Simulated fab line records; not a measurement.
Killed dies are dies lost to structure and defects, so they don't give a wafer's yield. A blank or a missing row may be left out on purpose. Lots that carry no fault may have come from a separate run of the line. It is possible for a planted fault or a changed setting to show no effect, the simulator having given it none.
3 desks looking at one fault / flow n5-finfet / each desk holds nothing but its own numbers, with what lay behind them at the end

== THE DEFECT DESK ==
For each lot, the counts of the inspections along the route, averaged over the sampled wafers that have a number. If a lot's mean is further than 4 standard deviations from the usual mean, the lot is out of limits and carries the mark OUT (the distance appears in the brackets).
Columns: A = raw-defect-count at N5_BEOL_M11_INSPECT_58, usual 73
lot=L954; first seen here=day 10 16:49; A=68
lot=L960; first seen here=day 11 22:10; A=65
lot=L962; first seen here=day 12 05:49; A=90
lot=L963; first seen here=day 12 17:43; A=1086 (+44) OUT
lot=L964; first seen here=day 12 22:17; A=1084 (+44) OUT
lot=L966; first seen here=day 13 20:31; A=67
lot=L969; first seen here=day 14 06:10; A=573 (+22) OUT
lot=L974; first seen here=day 17 07:01; A=85
lot=L976; first seen here=day 17 08:26; A=65
This desk's verdict: out of limits on L963, L964, L969, starting with L963 at day 12 17:43 (raw-defect-count at N5_BEOL_M11_INSPECT_58). L954, L960, L962, L966, L974, L976 stayed within limits.

== AT THE TOOL OWNER'S DESK: cmp-01 ==
The tool's own readings at N5_BEOL_M11_CMP_52 (polishes, stops on SiCOH lowk, t overpolish 7 s, target thk 140 nm): means of the sampled wafers that have a number, for each lot that ran on this tool. If a lot's mean is further than 4 standard deviations from the usual mean, the lot is out of limits and carries the mark OUT (the distance appears in the brackets).
Columns: A = barrier-field-endpoint-s at N5_BEOL_M11_CMP_52, usual 29.1 s; B = clearing-platen-rpm at N5_BEOL_M11_CMP_52, usual 49.997 rpm; C = motor-current-A at N5_BEOL_M11_CMP_52, usual 5.8 A; D = overpolish-run-s at N5_BEOL_M11_CMP_52, usual 7.000 s; E = retaining-ring-pressure-frac at N5_BEOL_M11_CMP_52, usual 1.000; F = time-to-endpoint-s at N5_BEOL_M11_CMP_52, usual 67 s
lot=L954; first seen here=day 10 16:23; A=29.8; B=49.983; C=6.6; D=6.993; E=1.006; F=68
lot=L960; first seen here=day 11 21:48; A=29.4; B=49.983; C=6.1; D=7.000; E=1.002; F=69
lot=L962; first seen here=day 12 05:25; A=28.9; B=50.017; C=6.3; D=6.999; E=0.995; F=68
lot=L963; first seen here=day 12 17:23; A=46.8 (+23) OUT; B=50.013; C=6.5; D=0.036 (-99 or more) OUT; E=1.000; F=86 (+5.1) OUT
lot=L964; first seen here=day 12 21:55; A=46.8 (+23) OUT; B=50.003; C=6.5; D=0.035 (-99 or more) OUT; E=1.002; F=84 (+4.9) OUT
lot=L969; first seen here=day 14 05:46; A=38.1 (+12) OUT; B=49.987; C=6.0; D=3.514 (-99 or more) OUT; E=1.002; F=72
This desk's verdict: out of limits on L963, L964, L969, starting with L963 at day 12 17:23 (barrier-field-endpoint-s at N5_BEOL_M11_CMP_52). L954, L960, L962 stayed within limits.

== METROLOGY DESK ==
What the gauges read, lot by lot, whatever tool the lot ran on: means of the sampled wafers that have a number. If a lot's mean is further than 4 standard deviations from the usual mean, the lot is out of limits and carries the mark OUT (the distance appears in the brackets). Readings shown: 7 out of 12 (the first out of limits, and those lying furthest out on some lot).
Columns: A = IOFF_N at N5_BEOL_M4_RC_MEAS_101, usual 0.16 nA/um; B = ION_N at N5_BEOL_M4_RC_MEAS_101, usual 672 uA/um; C = SS_N at N5_BEOL_M4_RC_MEAS_101, usual 71.7 mV/dec; D = SS_P at N5_BEOL_M4_RC_MEAS_101, usual 73.3 mV/dec; E = VT_P at N5_BEOL_M4_RC_MEAS_101, usual -249 mV; F = V10_OVL at N5_BEOL_M11_OVL_MEAS_29, usual -0.2 nm; G = M11_THK at N5_BEOL_M11_THK_MEAS_53, usual 139.9 nm
lot=L954; first seen here=day 7 23:23; A=0.17; B=670; C=71.9; D=74.4; E=-252; F=-0.8; G=142.1
lot=L960; first seen here=day 9 13:12; A=0.13; B=661; C=71.7; D=72.1; E=-251; F=1.2; G=141.2
lot=L962; first seen here=day 9 18:18; A=0.14; B=671; C=71.4; D=72.6; E=-250; F=0.1; G=137.0
lot=L963; first seen here=day 9 21:43; A=0.13; B=668; C=71.4; D=73.2; E=-253; F=0.3; G=260.9 (+43) OUT
lot=L964; first seen here=day 10 06:27; A=0.19; B=678; C=72.3; D=73.5; E=-248; F=0.2; G=259.6 (+43) OUT
lot=L966; first seen here=day 11 03:26; A=0.23; B=665; C=73.1; D=73.5; E=-250; F=-0.2; G=138.9
lot=L969; first seen here=day 11 09:41; A=0.15; B=670; C=71.4; D=72.8; E=-246; F=-0.5; G=201.7 (+22) OUT
lot=L974; first seen here=day 14 04:23; A=0.19; B=692; C=71.8; D=73.3; E=-246; F=-0.0; G=138.0
lot=L976; first seen here=day 14 04:40; A=0.21; B=680; C=73.0; D=73.6; E=-251; F=-0.8; G=137.4
Finding of this desk: L963, L964, L969 out of limits, first seen on L963 at day 12 17:34 (M11_THK at N5_BEOL_M11_THK_MEAS_53). L954, L960, L962, L966, L974, L976 stayed within limits.

== ALL TOGETHER ==
On L963, L964, L969, at day 12 17:23, an alarm was possible from the tool owner's desk.
On L963, L964, L969, the metrology desk was in a position to raise an alarm at day 12 17:34.
The defect desk could have raised an alarm at day 12 17:43, on L963, L964, L969.
Of the lots named, all ran N5_BEOL_M11_CMP_52 on cmp-01.

== WHAT HAD BEEN PUT IN BY THE SIMULATOR ==
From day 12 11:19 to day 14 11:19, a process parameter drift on cmp-01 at N5_BEOL_M11_CMP_52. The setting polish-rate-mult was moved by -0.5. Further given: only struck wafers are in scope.
Struck lots among those shown: L963, L964, L969.
Hours from the fault's start to each desk's first reading out of limits: the tool owner's desk, 6; the metrology desk, 6; the defect desk, 6.
